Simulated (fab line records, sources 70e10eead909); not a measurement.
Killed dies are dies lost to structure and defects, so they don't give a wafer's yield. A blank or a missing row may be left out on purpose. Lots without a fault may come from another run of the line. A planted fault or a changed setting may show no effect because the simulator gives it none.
Which tool did it? | flow nand_harc | 12 lots, 36 wafers sampled, at 5 steps of a route of 1302

WHAT THE GAUGES READ, wafer by wafer
NHARC_END_SORT_01. Usual: killed_at_array 58, standard deviation 20; killed_at_other 1.0, standard deviation 1.2; killed_at_periphery 4.1, standard deviation 3; killed_dies 63, standard deviation 20; killed_open 3.2, standard deviation 1.7; killed_short 2.5, standard deviation 1.5.
lot  | measured     | on        | killed_at_array | killed_at_other | killed_at_periphery | killed_dies | killed_open | killed_short | flag
L427 | day 28 10:50 | prober-01 | 63 65           | 2 1             | 6 7                 | 71 73       | 2 6         | 4 1          |
L430 | day 29 17:09 | prober-02 | 27 20 31        | 2 1 1           | 13 9 13             | 42 30 45    | 1 2 4       | 2 0 2        |
L433 | day 30 22:38 | prober-02 | 55 46 39        | 1 4 0           | 1 1 6               | 57 51 45    | 4 2 2       | 2 1 2        |

WHICH TOOL RAN EACH LOT (tool, then ch and the chambers of the sampled wafers, then the start)
lot  | NHARC_A_CHANNEL_FILL_D2_ETCHBACK_19 | NHARC_A_CHANNEL_FILL_D2_ETCHBACK_20 | NHARC_A_CHANNEL_FILL_D2_STRIP_28   | NHARC_A_CHANNEL_FILL_D2_ETCHBACK_08
L418 | rie_si-02 ch 1,2, day 15 13:10      | rie_diel-05 ch 2,3, day 15 13:19    | rie_diel-05 ch 0,1,3, day 15 13:25 | rie_diel-10 ch 0,2,3, day 16 06:29
L421 | rie_si-05 ch 1,2, day 16 03:49      | rie_diel-10 ch 2,3, day 16 03:56    | rie_diel-10 ch 0,2, day 16 04:03   | rie_diel-10 ch 0,1,2, day 16 21:26
L422 | rie_si-05 ch 0,2,3, day 16 13:32    | rie_diel-11 ch 1,2,3, day 16 13:38  | rie_diel-11 ch 0,2,3, day 16 13:44 | rie_diel-05 ch 1,2, day 17 07:31
L424 | rie_si-05 ch 0,1,3, day 17 07:29    | rie_diel-05 ch 0,1,3, day 17 07:38  | rie_diel-05 ch 0,2, day 17 07:45   | rie_diel-11 ch 0,3, day 18 00:41
L425 | rie_si-05 ch 0,1,2, day 17 14:13    | rie_diel-11 ch 0,1,3, day 17 14:20  | rie_diel-11 ch 0,2,3, day 17 14:25 | rie_diel-05 ch 0,1, day 18 10:29
L427 | rie_si-05 ch 1,2,3, day 18 20:19    | rie_diel-11 ch 0,1,3, day 18 20:27  | rie_diel-11 ch 0,1,3, day 18 20:32 | rie_diel-05 ch 0,2,3, day 19 15:14
L430 | rie_si-05 ch 0,1,2, day 19 12:35    | rie_diel-11 ch 0,1, day 19 12:43    | rie_diel-11 ch 0,1,3, day 19 12:49 | rie_diel-05 ch 0,3, day 20 05:44
L432 | rie_si-02 ch 0,1,2, day 20 08:18    | rie_diel-11 ch 0,2,3, day 20 08:26  | rie_diel-11 ch 0,1,3, day 20 08:31 | rie_diel-05 ch 0,2, day 21 05:44
L431 | rie_si-01 ch 0,1, day 20 12:17      | rie_diel-10 ch 0,1,2, day 20 12:26  | rie_diel-10 ch 2,3, day 20 12:30   | rie_diel-10 ch 0,1,2, day 21 07:58
L433 | rie_si-02 ch 1,2,3, day 21 02:26    | rie_diel-05 ch 0,1,2, day 21 02:34  | rie_diel-05 ch 0,2,3, day 21 02:40 | rie_diel-05 ch 1,2,3, day 21 21:31
L434 | rie_si-05 ch 0,1,2, day 21 11:52    | rie_diel-10 ch 1,2,3, day 21 12:00  | rie_diel-10 ch 1,2,3, day 21 12:05 | rie_diel-10 ch 0,1,3, day 22 05:31
L440 | rie_si-05 ch 2,3, day 23 22:35      | rie_diel-11 ch 1,3, day 23 22:43    | rie_diel-11 ch 0,3, day 23 22:49   | rie_diel-10 ch 1,3, day 24 16:11
- NHARC_A_CHANNEL_FILL_D2_ETCHBACK_19: etches the open film in HBr/Cl2, target depth 5 nm, time 1.7 s.
- NHARC_A_CHANNEL_FILL_D2_ETCHBACK_20: etches the open film in C4F8/O2/Ar, target depth 27 nm, time 13.5 s.
- NHARC_A_CHANNEL_FILL_D2_STRIP_28: strips in O2, time 20 s.
- NHARC_A_CHANNEL_FILL_D2_ETCHBACK_08: etches the open film in C4F8, target depth 220 nm, time 110 s.

WHAT THE TOOLS THEMSELVES READ (means of the sampled wafers that have a number; where no wafer has one, the mark that the record gives instead)
NHARC_A_CHANNEL_FILL_D2_ETCHBACK_19. Usual: drypump_motor_current_A 5.7 A, standard deviation 0.3; he_backside_leak_sccm 2.78 sccm, standard deviation 0.22; oes_product_au 0.997 a.u., standard deviation 0.012; throttle_valve_pct 26.406 %, standard deviation 0.0092.
lot  | tool      | drypump_motor_current_A (A) | he_backside_leak_sccm (sccm) | oes_product_au (a.u.) | throttle_valve_pct (%) | flag
L418 | rie_si-02 | 5.4                         | 3.05                         | 1.004                 | 26.398                 |
L421 | rie_si-05 | 5.7                         | 2.78                         | 0.976                 | 26.411                 |
L422 | rie_si-05 | 5.9                         | 2.72                         | 0.999                 | 26.409                 |
L424 | rie_si-05 | 5.9                         | 2.69                         | 1.003                 | 26.407                 |
L425 | rie_si-05 | 5.9                         | 2.82                         | 0.989                 | 26.407                 |
L427 | rie_si-05 | 5.7                         | 2.79                         | 0.999                 | 26.403                 |
L430 | rie_si-05 | 5.9                         | 2.86                         | 0.998                 | 26.395                 |
L432 | rie_si-02 | 5.3                         | 2.75                         | 0.993                 | 26.406                 |
L431 | rie_si-01 | 5.7                         | 2.57                         | 0.995                 | 26.410                 |
L433 | rie_si-02 | 5.4                         | 2.93                         | 0.983                 | 26.417                 |
L434 | rie_si-05 | 5.9                         | 2.82                         | 1.007                 | 26.408                 |
L440 | rie_si-05 | 5.8                         | 2.80                         | 0.996                 | 26.405                 |

NHARC_A_CHANNEL_FILL_D2_ETCHBACK_20. Usual: oes_product_au 0.994 a.u., standard deviation 0.018; rf_vpp_V 979 V, standard deviation 5.8; run_length_s 34.6 s, standard deviation 0.47.
lot  | tool        | oes_product_au (a.u.) | rf_vpp_V (V) | run_length_s (s) | flag
L418 | rie_diel-05 | 0.993                 | 977          | 34.3             |
L421 | rie_diel-10 | 0.988                 | 986          | 34.4             |
L422 | rie_diel-11 | 1.003                 | 975          | 34.9             |
L424 | rie_diel-05 | 0.968                 | 983          | 34.4             |
L425 | rie_diel-11 | 1.002                 | 974          | 34.8             |
L427 | rie_diel-11 | 0.998                 | 974          | 34.9             |
L430 | rie_diel-11 | 1.000                 | 974          | 34.9             |
L432 | rie_diel-11 | 1.013                 | 973          | 34.7             |
L431 | rie_diel-10 | 1.006                 | 983          | 35.0             |
L433 | rie_diel-05 | 0.995                 | 981          | 34.3             |
L434 | rie_diel-10 | 0.994                 | 985          | 34.5             |
L440 | rie_diel-11 | 1.006                 | 976          | 34.9             |

NHARC_A_CHANNEL_FILL_D2_STRIP_28. Usual: drypump_motor_current_A 5.8 A, standard deviation 0.43; oes_product_au 1.000 a.u., standard deviation 0.0088; rf_vpp_V 57.8 V, standard deviation 0.87; showerhead_plenum_p_Torr 3.55 Torr, standard deviation 0.15; throttle_valve_pct 17.036 %, standard deviation 0.0086.
lot  | tool        | drypump_motor_current_A (A) | oes_product_au (a.u.) | rf_vpp_V (V) | showerhead_plenum_p_Torr (Torr) | throttle_valve_pct (%) | flag
L418 | rie_diel-05 | 6.0                         | 0.995                 | 57.3         | 3.65                            | 17.026                 |
L421 | rie_diel-10 | 5.4                         | 1.001                 | 58.4         | 3.65                            | 17.044                 |
L422 | rie_diel-11 | 5.9                         | 1.002                 | 57.8         | 3.39                            | 17.038                 |
L424 | rie_diel-05 | 5.3                         | 1.006                 | 57.7         | 3.51                            | 17.044                 |
L425 | rie_diel-11 | 5.9                         | 1.004                 | 57.4         | 3.39                            | 17.046                 |
L427 | rie_diel-11 | 6.0                         | 0.995                 | 57.8         | 3.42                            | 17.034                 |
L430 | rie_diel-11 | 6.0                         | 1.003                 | 57.4         | 3.41                            | 17.032                 |
L432 | rie_diel-11 | 6.0                         | 1.000                 | 57.4         | 3.41                            | 17.040                 |
L431 | rie_diel-10 | 5.8                         | 1.007                 | 57.3         | 3.64                            | 17.036                 |
L433 | rie_diel-05 | 5.8                         | 0.999                 | 57.4         | 3.56                            | 17.039                 |
L434 | rie_diel-10 | 5.7                         | 1.004                 | 58.2         | 3.69                            | 17.043                 |
L440 | rie_diel-11 | 6.1                         | 1.005                 | 58.2         | 3.39                            | 17.039                 |

NHARC_A_CHANNEL_FILL_D2_ETCHBACK_08. Usual: oes_product_au 0.97 a.u., standard deviation 0.035; rf_vpp_V 442.5 V, standard deviation 2.4; run_length_s 131.3 s, standard deviation 0.63.
lot  | tool        | oes_product_au (a.u.) | rf_vpp_V (V) | run_length_s (s) | flag
L418 | rie_diel-10 | 0.99                  | 443.3        | 131.6            |
L421 | rie_diel-10 | 0.93                  | 443.0        | 132.0            |
L422 | rie_diel-05 | 0.97                  | 441.9        | 131.2            |
L424 | rie_diel-11 | 1.00                  | 438.3        | 131.4            |
L425 | rie_diel-05 | 1.00                  | 443.9        | 131.1            |
L427 | rie_diel-05 | 0.99                  | 441.2        | 130.8            |
L430 | rie_diel-05 | 1.00                  | 441.5        | 130.7            |
L432 | rie_diel-05 | 0.99                  | 440.3        | 148.5            | OFF
L431 | rie_diel-10 | 0.93                  | 443.5        | 132.0            |
L433 | rie_diel-05 | 0.93                  | 441.0        | 148.3            | OFF
L434 | rie_diel-10 | 0.93                  | 444.4        | 131.8            |
L440 | rie_diel-10 | 1.00                  | 444.7        | 131.2            |

THE ANSWER, worked out from the rows above alone
Rule: a lot is off if the mean of its wafers that have a number lies more than 3 standard deviations from the usual mean. A lot without any number at a reading at which 4 lots or more have one is off too. The other lots that the step has rows for count as sound. The gauges are gone through in route order, then the tools' own readings, and for those a lot's mean is taken as printed above. The first step at which some lot is off is used, and at that step the reading that is off furthest; a lot without a number counts as furthest.
Off: L432, L433, at NHARC_A_CHANNEL_FILL_D2_ETCHBACK_08 (run_length_s).
A tool fits if, at that step or a process step before it, it ran every lot that is off, and no sound lot after the first of them. Can't be told from this: 2 tools fit, rie_si-02 at NHARC_A_CHANNEL_FILL_D2_ETCHBACK_19, rie_diel-05 at NHARC_A_CHANNEL_FILL_D2_ETCHBACK_08.

WHAT THE SIMULATOR HAD PUT IN
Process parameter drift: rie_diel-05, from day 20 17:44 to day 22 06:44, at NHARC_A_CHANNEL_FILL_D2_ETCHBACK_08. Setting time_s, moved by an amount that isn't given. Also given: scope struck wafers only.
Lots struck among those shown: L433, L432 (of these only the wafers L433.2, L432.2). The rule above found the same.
